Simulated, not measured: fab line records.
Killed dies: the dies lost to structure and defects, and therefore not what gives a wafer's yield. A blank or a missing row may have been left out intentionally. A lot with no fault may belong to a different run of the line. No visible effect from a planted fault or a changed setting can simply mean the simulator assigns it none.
Split-lot trial -- flow n5-finfet -- 39 wafers read from 7 lots, route of 1938 steps

## THE SPLIT ITSELF
At N5_BEOL_M0_SAQP_ILD_DEP_01 (deposits SiOC from DEMS/O2, target thk 45.419 nm, time 8.7 s), the setting target-thk-a was moved away from the recipe's 454.19 angstrom on 18 of the 39 wafers read, by -50.2% to +54.0%. All remaining wafers had this setting at the recipe value.

The split's own step is where the reading is taken.

## THE READING
SiOC_of_BEOL_M0_SAQP_ILD_DEP_01.thk-nm (the simulator's own value, which no gauge read), in nm, at N5_BEOL_M0_SAQP_ILD_DEP_01 (deposits SiOC from DEMS/O2, target thk 45.419 nm, time 8.7 s). There is no usual value for it anywhere in the file. The 21 wafers here that ran the recipe average 45.8 nm, standard deviation 0.55 nm.

wafer,"tool, chamber at the split","target-thk-a as run, angstrom",against the recipe,"SiOC_of_BEOL_M0_SAQP_ILD_DEP_01.thk-nm, nm",against lot-mates on the recipe
L075.1,"pecvd-04, 2",454.19,recipe,45,-
L075.2,"pecvd-04, 1",534.3,+17.6%,53,+7.0
L075.3,"pecvd-04, 0",534.3,+17.6%,53.4,+7.4
L075.4,"pecvd-04, 2",454.19,recipe,46.4,-
L075.5,"pecvd-04, 0",454.19,recipe,46.6,-
L075.6,"pecvd-04, 1",534.3,+17.6%,54.4,+8.4
L077.1,"pecvd-04, 1",226,-50.2%,23,-22.8
L077.4,"pecvd-04, 1",226,-50.2%,23,-22.8
L077.2,"pecvd-04, 0",454.19,recipe,45,-
L077.3,"pecvd-04, 2",226,-50.2%,22.4,-23.4
L077.5,"pecvd-04, 0",454.19,recipe,46.6,-
L077.6,"pecvd-04, 2",454.19,recipe,45.8,-
L081.2,"pecvd-03, 1",454.19,recipe,45.2,-
L081.4,"pecvd-03, 2",454.19,recipe,45.8,-
L081.5,"pecvd-03, 0",454.19,recipe,45.4,-
L084.1,"pecvd-03, 1",454.19,recipe,45.4,-
L084.2,"pecvd-03, 0",454.19,recipe,45.6,-
L084.3,"pecvd-03, 2",529.4,+16.6%,53.2,+7.3
L084.4,"pecvd-03, 1",529.4,+16.6%,54.2,+8.3
L084.5,"pecvd-03, 2",529.4,+16.6%,54,+8.1
L084.6,"pecvd-03, 0",454.19,recipe,46.6,-
L088.1,"pecvd-04, 1,0",237.6,-47.7%,24.4,-21.5
L088.3,"pecvd-04, 1,0",237.6,-47.7%,24.4,-21.5
L088.2,"pecvd-04, 2",454.19,recipe,45,-
L088.4,"pecvd-04, 0",237.6,-47.7%,25.2,-20.7
L088.5,"pecvd-04, 2",454.19,recipe,46.4,-
L088.6,"pecvd-04, 1",454.19,recipe,46.2,-
L090.1,"pecvd-04, 1",251.3,-44.7%,25.6,-20.4
L090.2,"pecvd-04, 0",454.19,recipe,45.6,-
L090.3,"pecvd-04, 2",251.3,-44.7%,25,-21.0
L090.4,"pecvd-04, 1",454.19,recipe,46.4,-
L090.5,"pecvd-04, 0",251.3,-44.7%,26,-20.0
L090.6,"pecvd-04, 2",454.19,recipe,46,-
L092.1,"pecvd-04, 1",699.3,+54.0%,69,+23.3
L092.2,"pecvd-04, 2",699.3,+54.0%,69.6,+23.9
L092.3,"pecvd-04, 0",454.19,recipe,45.2,-
L092.4,"pecvd-04, 1,0",454.19,recipe,46,-
L092.6,"pecvd-04, 1,0",454.19,recipe,46,-
L092.5,"pecvd-04, 2",699.3,+54.0%,70,+24.3
Rows listing several chambers each stand for several wafers; the file does not say which wafer went through which chamber.

FIT RESULTS
A straight line over all 39 wafers: SiOC_of_BEOL_M0_SAQP_ILD_DEP_01.thk-nm changes by +0.449 nm for each +1% of target-thk-a; r = +1.00; the points scatter about the line by 0.58 nm.
The same after taking each lot's own level away (the mean of its wafers on the recipe; 39 wafers): +0.45 nm for each +1%; r = +1.00; scatter 0.56 nm.
According to that fit, moving target-thk-a by its largest amount changes the reading by 24 nm.
From 45.47 to 46.00 nm: that is the span of the lots' own levels, equal to 1.0 times the standard deviation above.
The two slopes agree, so the slope changes little with the lot-to-lot level.
Check: for one of the wafers moved furthest among these (+54.0%), held out of the fit, the line's prediction against its lot-mates is +24.3 nm. Against them it came out at +23.3 nm.

## THESE WAFERS: OTHER SPLITS
Note: prior to the reading, these wafers also went through further splits. Each is held against what the fit with the lots' levels taken away leaves over:
other split on the same wafers,wafers away from the commonest value,r with SiOC_of_BEOL_M0_SAQP_ILD_DEP_01.thk-nm (lot level and that fit taken away)
N5_FIN_SAQP_PECVD_47 time-s,12,-0.21
N5_DUMMY_GATE_ALD_02 target-thk-a,15,-0.03
N5_ILD0_PRECLEAN_10 time-s,12,+0.26
N5_MOL_CONTACT_COAG_ETCHBACK_135 time-s,15,+0.05

## FILE'S OWN FIT
SiOC_of_BEOL_M0_SAQP_ILD_DEP_01.thk-nm changes by +0.45 nm for each +1% of target-thk-a, r = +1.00.
